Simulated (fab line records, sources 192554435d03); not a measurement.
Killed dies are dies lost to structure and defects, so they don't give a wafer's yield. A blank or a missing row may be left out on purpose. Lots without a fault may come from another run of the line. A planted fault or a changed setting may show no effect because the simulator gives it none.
Which tool did it? | flow n5_finfet | 12 lots, 36 wafers sampled, at 4 steps of a route of 1938

WHAT THE GAUGES READ, wafer by wafer
N5_BEOL_M8_INSPECT_58: inspects for defects (darkfield).
lot  | measured     | on                | raw_defect_count
L074 | day 9 14:23  | defect_inspect-02 | 176 77 184
L078 | day 10 08:00 | defect_inspect-02 | 102 162 133
L079 | day 10 11:47 | defect_inspect-02 | 72 58 65
L081 | day 10 18:59 | defect_inspect-01 | 86 61 79
L083 | day 11 06:51 | defect_inspect-02 | 43 63 61
L085 | day 11 14:00 | defect_inspect-02 | 52 64 57
L086 | day 15 12:10 | defect_inspect-01 | 43 47 73
L093 | day 15 15:35 | defect_inspect-01 | 79 120 52
L096 | day 15 23:47 | defect_inspect-01 | 117 115 102
L091 | day 16 03:20 | defect_inspect-01 | 56 50 64
L095 | day 16 10:29 | defect_inspect-01 | 46 108 70
L092 | day 16 18:34 | defect_inspect-01 | 32 49 41

WHICH TOOL RAN EACH LOT (tool, then ch and the chambers of the sampled wafers, then the start)
lot  | N5_BEOL_M8_PRE_CLEAN_45      | N5_BEOL_M8_SURFACE_TREAT_79  | N5_BEOL_M8_SPUTTER_48
L074 | pvd_sputter-03, day 9 12:16  | pvd_sputter-03, day 9 12:46  | pvd_sputter-02, day 9 12:59
L078 | pvd_sputter-01, day 10 06:04 | pvd_sputter-01, day 10 06:25 | pvd_sputter-03, day 10 06:36
L079 | pvd_sputter-03, day 10 10:11 | pvd_sputter-03, day 10 10:33 | pvd_sputter-03, day 10 10:44
L081 | pvd_sputter-03, day 10 16:59 | pvd_sputter-03, day 10 17:25 | pvd_sputter-03, day 10 17:50
L083 | pvd_sputter-02, day 11 05:13 | pvd_sputter-02, day 11 05:35 | pvd_sputter-01, day 11 05:49
L085 | pvd_sputter-02, day 11 11:59 | pvd_sputter-02, day 11 12:24 | pvd_sputter-02, day 11 12:34
L086 | pvd_sputter-02, day 15 10:10 | pvd_sputter-03, day 15 10:37 | pvd_sputter-03, day 15 10:56
L093 | pvd_sputter-01, day 15 11:25 | pvd_sputter-01, day 15 13:40 | pvd_sputter-03, day 15 14:32
L096 | pvd_sputter-01, day 15 20:49 | pvd_sputter-03, day 15 21:23 | pvd_sputter-02, day 15 22:25
L091 | pvd_sputter-02, day 16 01:31 | pvd_sputter-02, day 16 01:52 | pvd_sputter-03, day 16 02:05
L095 | pvd_sputter-01, day 16 07:20 | pvd_sputter-02, day 16 09:08 | pvd_sputter-01, day 16 09:24
L092 | pvd_sputter-03, day 16 15:47 | pvd_sputter-01, day 16 16:23 | pvd_sputter-03, day 16 16:59
- N5_BEOL_M8_PRE_CLEAN_45: time 30 s.
- N5_BEOL_M8_SURFACE_TREAT_79
- N5_BEOL_M8_SPUTTER_48: material Cu, target thk 10 nm, time 1.667 s.

THE ANSWER, worked out from the rows above alone
Rule: what is usual is taken from the lots themselves. Put in order of their means at a reading, lots are off if they are a third of the lots or fewer, leave a main group of 4 or more, and stand apart from it by a gap of 3 or more times the standard deviation of the main group's means; of several such gaps the widest counts. A main group whose means are all the same, to the digits that the tables above print for the reading, isn't used. A lot without any number at a reading at which 4 lots or more have one is off too. The other lots that the step has rows for count as sound.
No lot is off at any reading shown: from this, nothing can be told.

WHAT THE SIMULATOR HAD PUT IN
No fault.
